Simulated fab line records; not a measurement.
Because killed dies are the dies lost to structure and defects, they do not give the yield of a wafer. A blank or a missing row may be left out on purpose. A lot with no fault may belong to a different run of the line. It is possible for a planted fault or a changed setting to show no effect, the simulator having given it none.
Chamber matching	flow n5 finfet	rie diel-04 running N5_BEOL_M14_DESCUM_33: 4 sister chambers
The step chemistry O2, time 7.9 s. 7 wafers are shown with their chamber, then 7 later ones without.

## WAFERS, EACH WITH ITS CHAMBER
wafer	chamber	showerhead plenum p Torr (Torr)	drypump motor current A (A)
L504.3	0	2.21	5.5
L504.6	0	2.21	5.5
L503.3	2	2.07	6.2
L508.5	1	2.17	5.7
L508.6	2	2.06	6.3
L510.1	3	2.00	5.5
L510.4	1	2.17	5.7

## WAFERS WITH NO CHAMBER GIVEN
wafer	showerhead plenum p Torr (Torr)	drypump motor current A (A)
L510.6	2.17	5.7
L513.1	2.17	5.7
L513.2	2.21	5.5
L513.4	2.06	6.3
L516.1	2.20	5.5
L516.2	2.06	6.2
L516.4	2.00	5.6

## WHICH CHAMBER EACH ONE RAN IN
wafer	from the rows above	in truth
L510.6	1	1
L513.1	1	1
L513.2	0	0
L513.4	2	2
L516.1	0	0
L516.2	2	2
L516.4	3	3
7 of 7 placed correctly. Number that these rows cannot place: 0. Placed wrongly: 0.
How it was worked out, from the rows above alone: a wafer's distance from a chamber is the root of the sum, over the readings, of the square of ((its reading less the chamber's mean) divided by the reading's scatter). The wafer belongs to the nearest chamber; if the next one is less than 2 further off, it can't be placed. Each chamber's mean is taken over the wafers shown for it. The scatter: take each reading less its chamber's mean, square it, sum over the shown wafers, divide by the number of wafers less the number of chambers, and take the root.
